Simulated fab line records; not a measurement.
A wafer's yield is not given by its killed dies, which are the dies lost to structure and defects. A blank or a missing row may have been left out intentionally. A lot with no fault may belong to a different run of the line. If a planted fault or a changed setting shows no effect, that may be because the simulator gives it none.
fab line records	flow n5_finfet
record: lots: 7	wafers: 21
route steps=1938 shown SDB@368 DUMMY_REMOVAL@377 HKMG_FIN@427 GATE_CUT@469 MOL_CONTACT_COAG@532 BEOL_M0_SAQP@680 BEOL_M0_CUTY@711 BEOL_M0@726
start_h: hours from the record's first day to the start of the lot's first wafer shown	wait_h: hours since the lot's step before	" repeats the value in the row above	L1.1+2: several wafers, shown together as one row	- either no value or no given start	* or withheld: withheld	< > ~ a bound
route shown NAME@n: NAME is a module with steps in the file, n the number in the route of the first one	usual: the fault-free wafers' mean and standard deviation	same: alike in all rows	chamber/n: place in a boat	sites: the reading at each site	_std_site: the standard deviation of these	_edge_site: the outer-site mean with the inner-site mean subtracted	radius_mm: how far each site lies from the wafer's centre	mask NAME#n: copy n	behind: the last tool/chamber to shape the wafer	hold: cause of the lot's hold/its duration in hours/its outcome	device: the n, p or np transistor that did not switch	end of line: the route-end tests of the same wafers	a step given without rows: its recipe and nothing more	killed: not the wafer's yield, but the dies lost to structure and defects at the first sort	map: dies across one wafer; x = killed, . = not, _ = none there
set.NAME: the setting that was run; set.NAME@STEP: the one run at that earlier step	model.NAME: the simulator's own value behind a step, which no gauge read
one table per step and one row per wafer, for lots whose settings were changed on purpose
== steps ==
step: N5_SDB_ETCH_25
recipe: chemistry: C4F6/O2	target: SiO2	target_depth_a: 100	time_s: 3.3	ion_energy_ev: 250	mask_material: SiNx	pressure_mtorr: 30	source_w: 345	bias_w: 185	Ar_flow_sccm: 300	C4F6_flow_sccm: 10	O2_flow_sccm: 10
lot.wafer	tool	chamber	start_h	wait_h	set.time_s	model.etch.depth_nm
L078.2	rie_diel-04	1	95.56	0.0	3.962	12.49
L078.4	"	2	"	"	3.3	9.792
L078.5	"	1	"	"	3.3	10.37
L080.2	rie_diel-04	2	110.35	0.0	2.827	8.266
L080.3	"	1	"	"	3.3	10.44
L080.4	"	0	"	"	2.827	8.437
L083.1	rie_diel-01	3	121.60	0.0	3.765	11.31
L083.3	"	2	"	"	3.3	10.06
L083.6	"	3	"	"	3.3	9.978
L086.1	rie_diel-05	2	138.48	0.0	2.697	8.187
L086.5	"	3	"	"	3.3	9.809
L086.6	"	2	"	"	2.697	8.166
L089.1	rie_diel-04	2	154.61	0.0	2.629	7.645
L089.3	"	1	"	"	3.3	10.24
L089.6	"	0	"	"	2.629	7.923
L092.2	rie_diel-01	0	175.81	0.0	3.3	9.929
L092.3	"	3	"	"	3.3	9.765
L092.6	"	1	"	"	3.3	9.787
L094.2	rie_diel-04	2	190.58	0.2	3.3	9.598
L094.4	"	1	"	"	3.3	10.13
L094.6	"	0	"	"	3.3	9.889
step: N5_SDB_ALD_29
recipe: material: SiNx	target_thk_a: 300	temp_c: 400	ald_precursor_family: SiH2I2	ald_co_reactant: N2/H2-plasma	pulse_time_s: 1	ald_cycles: 600	purge_time_s: 2	co_reactant_purge_time_s: 2	pressure_torr: 2
lot.wafer	tool	chamber	start_h	wait_h	set.ald_cycles	model.SiNx_of_SDB_ALD_29.thk_nm
L078.2	ald_sin-02	0	95.83	0.0	600	30.2
L078.4	"	2	"	"	600	30
L078.5	"	3	97.18	1.4	600	29.8
L080.2	ald_sin-02	1	110.63	0.0	512	25.8
L080.3	"	3	"	"	600	30
L080.4	"	2	"	"	600	30.4
L083.1	ald_sin-04	1	122.01	0.2	600	30
L083.3	"	0	"	"	531	26.4
L083.6	"	0	123.36	1.5	600	29.6
L086.1+5	ald_sin-04	0,1	138.75	0.0	600	29.6
L086.6	"	0	140.10	1.4	541	26.6
L089.1+6	ald_sin-03	2,0	154.88	0.0	600	30
L089.3	"	3	"	"	537	26.4
L092.2	ald_sin-02	0	176.58	0.5	600	30
L092.3	"	1	"	"	600	30.2
L092.6	"	3	177.93	1.9	600	29.8
L094.2	ald_sin-03	2	190.87	0.0	600	30.2
L094.4+6	"	3,1	"	"	600	30
step: N5_SDB_CMP_30
recipe: stop_on: poly-Si	t_overpolish_s: 1.54	post_cmp_clean: alkaline_brush	down_force_psi: 4.1491	platen_rpm: 51.796	pad_velocity_m_s: 1.0306	target_thk_nm: 30
step: N5_DUMMY_REMOVAL_HM_STRIP_01
recipe: chemistry: CH3F/O2	material: SiNx	target_depth_a: 40	stop_on: poly-Si	time_s: 6.8	over_etch_frac: 0.3	ion_energy_ev: 60	power_w: 410	bias_w: 29	Ar_flow_sccm: 150	CH3F_flow_sccm: 30	O2_flow_sccm: 20
lot.wafer	tool	chamber	start_h	wait_h	set.ald_cycles@SDB_ALD_29	model.SiNx_of_SDB_ALD_29.thk_nm
L078.2	rie_diel-06	1	98.92	0.0	600	29.6
L078.4	"	3	"	"	600	29.4
L078.5	"	3	"	"	600	29.2
L080.2	rie_diel-06	1	113.72	0.0	512	25.4
L080.3	"	3	"	"	600	29.4
L080.4	"	2	"	"	600	29.8
L083.1	rie_diel-02	2	125.15	0.0	600	29.4
L083.3	"	0	"	"	531	25.8
L083.6	"	3	"	"	600	29
L086.1+5	rie_diel-02	1,2	141.83	0.0	600	29
L086.6	"	3	"	"	541	26
L089.1+6	rie_diel-06	3,2	157.96	0.0	600	29.4
L089.3	"	0	"	"	537	25.8
L092.2	rie_diel-06	0	179.68	0.0	600	29.4
L092.3	"	1	"	"	600	29.6
L092.6	"	3	"	"	600	29.2
L094.2	rie_diel-06	3	194.13	0.2	600	29.6
L094.4+6	"	0,3	"	"	600	29.4
step: N5_DUMMY_REMOVAL_STRIP_10
recipe: chemistry: N2/H2	time_s: 40	power_w: 100	temp_c: 40	pressure_mtorr: 100	rf_frequency_hz: 6e+07	bias_power_w: 3	n2_flow_sccm: 300	h2_flow_sccm: 300
step: N5_DUMMY_REMOVAL_PRECLEAN_07
recipe: chemistry: dHF	time_s: 30	temp_c: 25	dilution: withheld
lot.wafer	tool	chamber	start_h	wait_h	set.ald_cycles@SDB_ALD_29	model.SiNx_of_SDB_ALD_29.thk_nm
L078.2	wet_bench-03	6	99.05	0.1	600	29.4
L078.4	"	7	"	"	600	29.2
L078.5	"	0	"	"	600	29
L080.2	wet_bench-01	2	113.85	0.1	512	25.2
L080.3	"	7	"	"	600	29.2
L080.4	"	3	"	"	600	29.6
L083.1	wet_bench-03	6	125.28	0.1	600	29.2
L083.3	"	4	"	"	531	25.8
L083.6	"	1	"	"	600	29
L086.1+5	wet_bench-04	7,6	141.96	0.1	600	28.8
L086.6	"	5	"	"	541	26
L089.1+6	wet_bench-01	0,2	158.09	0.1	600	29.2
L089.3	"	3	"	"	537	25.8
L092.2+6	wet_bench-04	7,0	179.81	0.1	600	29.2
L092.3	"	4	"	"	600	29.4
L094.2	wet_bench-03	4	194.26	0.1	600	29.4
L094.4+6	"	5,3	"	"	600	29.2
step: N5_HKMG_FIN_EXPOSE_09
recipe: mask_id: NWFM	na: 1.35	source_shape: conventional	sigma_outer: 0.8	polarization: unpolarized	dose_mj: 39.25
lot.wafer	tool	chamber	start_h	wait_h	mask	set.dose_mj
L078.2+4	arfi_scanner-03	0	103.89	-	NWFM#0	39.25
L078.5	"	0	"	"	NWFM#0	38.4
L080.2+3	arfi_scanner-03	0	118.66	-	NWFM#0	42
L080.4	"	0	"	"	NWFM#0	39.25
L083.1+3	arfi_scanner-01	0	130.24	-	NWFM#0	39.25
L083.6	"	0	"	"	NWFM#0	42.18
L086.1	arfi_scanner-02	0	146.46	-	NWFM#0	39.25
L086.5+6	"	0	"	"	NWFM#0	41.21
L089.1	arfi_scanner-02	0	162.47	-	NWFM#0	38.15
L089.3+6	"	0	"	"	NWFM#0	39.25
L092.2+3+6	arfi_scanner-01	0	185.31	-	NWFM#0	39.25
L094.2	arfi_scanner-01	0	199.13	-	NWFM#0	42.13
L094.4+6	"	0	"	"	NWFM#0	39.25
step: N5_HKMG_FIN_PEB_10
recipe: peb_temp_c: withheld	peb_time_s: 60	resist: CAR-ArF
step: N5_HKMG_FIN_DEVELOP_11
recipe: develop_time_s: 30	developer: TMAH	resist: CAR-ArF	dev_temp_c: 23	rinse_liquid: diw	dry: air_spin
step: N5_HKMG_FIN_CD_MEAS_12
recipe: target_cd_nm: 92.8	landing_energy_ev: 500	detector: se_inlens
usual: cd_nm: 92.8/0.8
lot.wafer	tool	chamber	start_h	wait_h	set.dose_mj@HKMG_FIN_EXPOSE_09	cd_nm
L078.2	cd_sem-03	0	104.01	-	39.25	93.4
L078.4	"	0	"	"	39.25	92.5
L078.5	"	0	"	"	38.4	90.1
L080.2	cd_sem-03	0	118.78	-	42	97.3
L080.3	"	0	"	"	42	97.7
L080.4	"	0	"	"	39.25	93.0
L083.1	cd_sem-01	0	130.36	-	39.25	92.5
L083.3	"	0	"	"	39.25	92.7
L083.6	"	0	"	"	42.18	96.7
L086.1	cd_sem-02	0	146.58	-	39.25	93.4
L086.5	"	0	"	"	41.21	96.6
L086.6	"	0	"	"	41.21	95.8
L089.1	cd_sem-01	0	162.59	-	38.15	93.1
L089.3	"	0	"	"	39.25	93.5
L089.6	"	0	"	"	39.25	93.6
L092.2	cd_sem-03	0	185.43	-	39.25	92.1
L092.3	"	0	"	"	39.25	93.0
L092.6	"	0	"	"	39.25	93.1
L094.2	cd_sem-01	0	199.25	-	42.13	97.0
L094.4	"	0	"	"	39.25	91.9
L094.6	"	0	"	"	39.25	91.7
step: N5_GATE_CUT_ETCH_58
recipe: chemistry: CH3F/O2	target: SiNx	target_depth_a: 170	time_s: 128.6	ion_energy_ev: 50	pressure_mtorr: 30	source_w: 415	bias_w: 21	Ar_flow_sccm: 150	CH3F_flow_sccm: 30	O2_flow_sccm: 20
lot.wafer	tool	chamber	start_h	wait_h	set.time_s	model.etch.depth_nm
L078.2	rie_diel-06	0	108.80	0.0	128.6	16.99
L078.4	"	3	"	"	119.8	15.77
L078.5	"	1	"	"	128.6	16.54
L080.2	rie_diel-06	3	124.15	0.0	121.4	16.16
L080.3	"	2	"	"	121.4	15.65
L080.4	"	1	"	"	121.4	15.64
L083.1	rie_diel-06	2	135.34	0.0	128.6	16.58
L083.3	"	0	"	"	128.6	17.07
L083.6	"	2	"	"	118.1	15.16
L086.1	rie_diel-03	3	151.50	0.0	128.6	17.24
L086.5	"	1	"	"	114.2	15.35
L086.6	"	0	"	"	114.2	16.69
L089.1	rie_diel-03	1	167.45	0.0	111.8	14.9
L089.3	"	2	"	"	111.8	15.06
L089.6	"	3	"	"	128.6	17.25
L092.2	rie_diel-06	2	190.80	0.0	128.6	16.92
L092.3	"	3	"	"	128.6	17.11
L092.6	"	2	"	"	128.6	17.03
L094.2	rie_diel-06	0	204.69	0.1	128.6	17.2
L094.4	"	1	"	"	157.4	20.45
L094.6	"	0	"	"	157.4	20.83
step: N5_MOL_CONTACT_COAG_ETCH_106
recipe: chemistry: N2/H2	target: SOC	target_depth_a: 800	overetch_a: 160	mask_material: SiARC	temp_c: 40	time_s: 120	ion_energy_ev: 200	pressure_mtorr: 30	source_w: 840	bias_w: 150	n2_flow_sccm: 200	h2_flow_sccm: 200
usual: rf_vpp_V: 524.1/1.9
lot.wafer	tool	chamber	start_h	wait_h	set.source_w	rf_vpp_V
L078.2	rie_diel-01	2	116.36	0.0	750.1	541.4
L078.4	"	0	"	"	840	524.6
L078.5	"	1	"	"	840	528.2
L080.2	rie_diel-04	3	131.67	0.0	840	524.9
L080.3	"	2	"	"	738.5	545.5
L080.4	"	2	"	"	738.5	547.5
L083.1	rie_diel-05	2	142.83	0.0	972.5	500.3
L083.3	"	0	"	"	972.5	500.8
L083.6	"	1	"	"	840	523.5
L086.1	rie_diel-05	0	158.94	0.0	840	524.9
L086.5	"	2	"	"	840	523.6
L086.6	"	1	"	"	840	523.5
L089.1	rie_diel-04	2	175.00	0.0	894.6	514.1
L089.3	"	3	"	"	894.6	515.6
L089.6	"	3	"	"	894.6	515.8
L092.2	rie_diel-01	1	198.88	0.0	840	526.6
L092.3	"	2	"	"	840	518.9
L092.6	"	0	"	"	840	522.2
L094.2	rie_diel-05	1	212.49	0.0	692.7	556.7
L094.4	"	3	"	"	692.7	556.5
L094.6	"	1	"	"	840	522.8
step: N5_MOL_CONTACT_COAG_EXPOSE_81
recipe: mask_id: VG	na: 0.33	source_shape: annular	sigma_inner: 0.3	sigma_outer: 0.7	polarization: unpolarized	defocus_nm: 0	dose_mj: 59.5
lot.wafer	tool	chamber	start_h	wait_h	mask	set.dose_mj
L078.2	euv_scanner-01	0	125.42	-	VG#0	59.5
L078.4+5	"	0	"	"	VG#0	61.7
L080.2+3	euv_scanner-01	0	143.28	-	VG#0	59.5
L080.4	"	0	"	"	VG#0	63.71
L083.1+3+6	euv_scanner-02	0	154.21	-	VG#0	59.5
L086.1+5	euv_scanner-02	0	169.59	-	VG#0	59.5
L086.6	"	0	"	"	VG#0	57.2
L089.1+3	euv_scanner-02	0	186.19	-	VG#0	55.09
L089.6	"	0	"	"	VG#0	59.5
L092.2+3+6	euv_scanner-01	0	208.32	-	VG#0	59.5
L094.2+4+6	euv_scanner-02	0	223.61	-	VG#0	59.5
step: N5_MOL_CONTACT_COAG_PEB_82
recipe: peb_temp_c: 100	peb_time_s: 60	resist: CAR-EUV
step: N5_MOL_CONTACT_COAG_DEVELOP_83
recipe: develop_time_s: 30	developer: TMAH	resist: CAR-EUV	rinse_liquid: surfactant_rinse	dry: air_spin	dev_temp_c: 23
step: N5_MOL_CONTACT_COAG_CD_MEAS_84
recipe: target_cd_nm: 25.1	landing_energy_ev: 500	detector: se_inlens	polarity: opening
usual: cd_nm: 25.0/0.31
lot.wafer	tool	chamber	start_h	wait_h	set.dose_mj@MOL_CONTACT_COAG_EXPOSE_81	cd_nm
L078.2	cd_sem-02	0	125.56	-	59.5	24.7
L078.4	"	0	"	"	61.7	25.5
L078.5	"	0	"	"	61.7	25.4
L080.2	cd_sem-03	0	143.41	-	59.5	24.7
L080.3	"	0	"	"	59.5	25.0
L080.4	"	0	"	"	63.71	26.4
L083.1	cd_sem-03	0	154.35	-	59.5	25.2
L083.3	"	0	"	"	59.5	25.1
L083.6	"	0	"	"	59.5	24.8
L086.1	cd_sem-03	0	169.73	-	59.5	24.7
L086.5	"	0	"	"	59.5	24.5
L086.6	"	0	"	"	57.2	24.2
L089.1	cd_sem-02	0	186.34	-	55.09	23.1
L089.3	"	0	"	"	55.09	23.2
L089.6	"	0	"	"	59.5	24.9
L092.2	cd_sem-02	0	208.46	-	59.5	24.9
L092.3	"	0	"	"	59.5	25.0
L092.6	"	0	"	"	59.5	24.9
L094.2	cd_sem-01	0	223.74	-	59.5	24.6
L094.4	"	0	"	"	59.5	24.8
L094.6	"	0	"	"	59.5	24.8
step: N5_BEOL_M0_SAQP_COAT_69
recipe: resist: SOC	temp_c: 250	time_s: 60	spin_rpm: 1500	resist_thk_nm: 90
lot.wafer	tool	chamber	start_h	wait_h	set.spin_rpm	model.SOC_of_BEOL_M0_SAQP_COAT_69.thk_nm
L078.2	litho_track-05	0	137.52	0.0	1500	90.6
L078.4	"	0	"	"	1500	90.2
L078.5	"	0	"	"	1629	86.6
L080.2	litho_track-04	0	154.97	0.0	1500	90
L080.3	"	0	"	"	1500	89.6
L080.4	"	0	"	"	1500	89.8
L083.1	litho_track-05	0	166.64	0.0	1500	90.2
L083.3+6	"	0	"	"	1500	90.4
L086.1+5	litho_track-03	0	183.63	0.0	1500	89.8
L086.6	"	0	"	"	1500	90.2
L089.1	litho_track-03	0	199.04	0.0	1563	87.8
L089.3	"	0	"	"	1500	90
L089.6	"	0	"	"	1563	88.2
L092.2+3	litho_track-04	0	221.47	0.0	1500	90.2
L092.6	"	0	"	"	1500	90.4
L094.2	litho_track-03	0	235.81	0.0	1500	90
L094.4	"	0	"	"	1582	87.4
L094.6	"	0	"	"	1500	90.2
step: N5_BEOL_M0_SAQP_COAT_87
recipe: resist: underlayer	temp_c: 205	time_s: 60	spin_rpm: 1500	resist_thk_nm: 5
lot.wafer	tool	chamber	start_h	wait_h	set.temp_c
L078.2+4	litho_track-05	0	-	-	205
L078.5	"	0	"	"	199.9
L080.2	litho_track-04	0	-	-	213.2
L080.3+4	"	0	"	"	205
L083.1+6	litho_track-05	0	-	-	205
L083.3	"	0	"	"	211.7
L086.1	litho_track-03	0	-	-	205
L086.5+6	"	0	"	"	213.8
L089.1+3+6	litho_track-03	0	-	-	205
L092.2+3+6	litho_track-04	0	-	-	205
L094.2+4+6	litho_track-03	0	-	-	212.2
step: N5_BEOL_M0_SAQP_COAT_34
recipe: resist: CAR-EUV	spin_rpm: 1500	resist_thk_nm: 30
step: N5_BEOL_M0_SAQP_EBR_36
recipe: solvent: PGMEA	ebr_width_mm: 1.5
step: N5_BEOL_M0_CUTY_DESCUM_61
recipe: chemistry: O2	time_s: 7.9	source_power_w: 50	bias_power_w: 20	pressure_mtorr: 20	rf_frequency_hz: 2.712e+07	temp_c: 40	resist: CAR-ArF-block	o2_flow_sccm: 225
step: N5_BEOL_M0_CUTY_ETCH_62
recipe: chemistry: CF4	target: SiARC	mask_material: CAR-ArF-block	time_s: 58.5	ion_energy_ev: 80	pressure_mtorr: 40	source_w: 545	bias_w: 36	Ar_flow_sccm: 100	cf4_flow_sccm: 100	ends: cleared
step: N5_BEOL_M0_CUTY_ETCH_63
recipe: chemistry: N2/H2	target: SOC	target_depth_a: 827	overetch_a: 165	mask_material: SiARC	temp_c: 40	ion_energy_ev: 200	time_s: 124	pressure_mtorr: 30	source_w: 840	bias_w: 150	n2_flow_sccm: 200	h2_flow_sccm: 200
lot.wafer	tool	chamber	start_h	wait_h	set.spin_rpm@BEOL_M0_SAQP_COAT_69	model.etch.depth_nm
L078.2	rie_diel-05	3	139.38	0.0	1500	71.1
L078.4	"	1	"	"	1500	70.54
L078.5	"	3	"	"	1629	66.34
L080.2	rie_diel-01	2	156.84	0.0	1500	70.91
L080.3	"	1	"	"	1500	69.82
L080.4	"	3	"	"	1500	70.17
L083.1	rie_diel-04	1	168.50	0.0	1500	70.54
L083.3	"	3	"	"	1500	70.25
L083.6	"	2	"	"	1500	70.91
L086.1	rie_diel-01	3	185.50	0.0	1500	70.31
L086.5	"	3	"	"	1500	70.81
L086.6	"	0	"	"	1500	70.9
L089.1	rie_diel-01	0	200.96	0.0	1563	68.75
L089.3	"	2	"	"	1500	70.42
L089.6	"	2	"	"	1563	68.79
L092.2	rie_diel-04	0	223.41	0.0	1500	71.27
L092.3	"	2	"	"	1500	70.63
L092.6	"	0	"	"	1500	71.6
L094.2	rie_diel-01	1	237.87	0.0	1500	69.99
L094.4	"	0	"	"	1582	68.19
L094.6	"	1	"	"	1500	70.02
step: N5_BEOL_M0_ETCH_109
recipe: chemistry: CH3F/O2	target_depth_a: 80	overetch_a: 24	target: SiCN	time_s: 27.4	ion_energy_ev: 120	pressure_mtorr: 30	source_w: 395	bias_w: 75	Ar_flow_sccm: 150	CH3F_flow_sccm: 30	O2_flow_sccm: 20
usual: rf_vpp_V: 297.2/1.4
lot.wafer	tool	chamber	start_h	wait_h	set.bias_w	rf_vpp_V
L078.2	rie_diel-01	3	142.94	0.0	75	296.0
L078.4	"	1	"	"	64.29	272.7
L078.5	"	3	"	"	64.29	268.3
L080.2	rie_diel-04	3	159.21	0.3	75	299.3
L080.3	"	0	"	"	71.55	289.1
L080.4	"	2	"	"	75	298.5
L083.1	rie_diel-01	3	169.85	0.0	75	296.9
L083.3	"	1	"	"	75	299.3
L083.6	"	0	"	"	75	296.6
L086.1	rie_diel-05	3	186.67	0.0	75	296.0
L086.5	"	0	"	"	75	298.8
L086.6	"	3	"	"	75	295.3
L089.1	rie_diel-05	1	204.40	0.0	82.36	314.2
L089.3	"	0	"	"	75	298.7
L089.6	"	3	"	"	82.36	314.0
L092.2	rie_diel-05	2	227.50	0.0	75	297.9
L092.3	"	0	"	"	75	298.1
L092.6	"	2	"	"	75	296.3
L094.2	rie_diel-04	2	239.79	0.2	75	297.0
L094.4	"	3	"	"	75	298.1
L094.6	"	2	"	"	81.52	312.3
== key ==
split: step: N5_SDB_ETCH_25	setting: time_s	stated: 3.3	by: wafer
response: step: N5_SDB_ETCH_25	reading: model.etch.depth_nm	change: +0.113	per: 1%	r: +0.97
split: step: N5_SDB_ALD_29	setting: ald_cycles	stated: 600	by: wafer
response: step: N5_SDB_ALD_29	reading: model.SiNx_of_SDB_ALD_29.thk_nm	change: +0.308	per: 1%	r: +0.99
response: step: N5_DUMMY_REMOVAL_HM_STRIP_01	reading: model.SiNx_of_SDB_ALD_29.thk_nm	change: +0.303	per: 1%	r: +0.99
response: step: N5_DUMMY_REMOVAL_PRECLEAN_07	reading: model.SiNx_of_SDB_ALD_29.thk_nm	change: +0.294	per: 1%	r: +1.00
split: step: N5_HKMG_FIN_EXPOSE_09	setting: dose_mj	stated: 39.25	by: wafer
response: step: N5_HKMG_FIN_CD_MEAS_12	reading: cd_nm	change: +0.616	per: 1%	r: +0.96
split: step: N5_GATE_CUT_ETCH_58	setting: time_s	stated: 128.6	by: wafer
response: step: N5_GATE_CUT_ETCH_58	reading: model.etch.depth_nm	change: +0.155	per: 1%	r: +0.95
split: step: N5_MOL_CONTACT_COAG_ETCH_106	setting: source_w	stated: 840	by: wafer
response: step: N5_MOL_CONTACT_COAG_ETCH_106	reading: rf_vpp_V	change: -1.68	per: 1%	r: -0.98
split: step: N5_MOL_CONTACT_COAG_EXPOSE_81	setting: dose_mj	stated: 59.5	by: wafer
response: step: N5_MOL_CONTACT_COAG_CD_MEAS_84	reading: cd_nm	change: +0.211	per: 1%	r: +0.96
split: step: N5_BEOL_M0_SAQP_COAT_69	setting: spin_rpm	stated: 1500	by: wafer
response: step: N5_BEOL_M0_SAQP_COAT_69	reading: model.SOC_of_BEOL_M0_SAQP_COAT_69.thk_nm	change: -0.46	per: 1%	r: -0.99
response: step: N5_BEOL_M0_CUTY_ETCH_63	reading: model.etch.depth_nm	change: -0.456	per: 1%	r: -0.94
split: step: N5_BEOL_M0_SAQP_COAT_87	setting: temp_c	stated: 205	by: wafer
response none clear
split: step: N5_BEOL_M0_ETCH_109	setting: bias_w	stated: 75	by: wafer
response: step: N5_BEOL_M0_ETCH_109	reading: rf_vpp_V	change: +1.74	per: 1%	r: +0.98
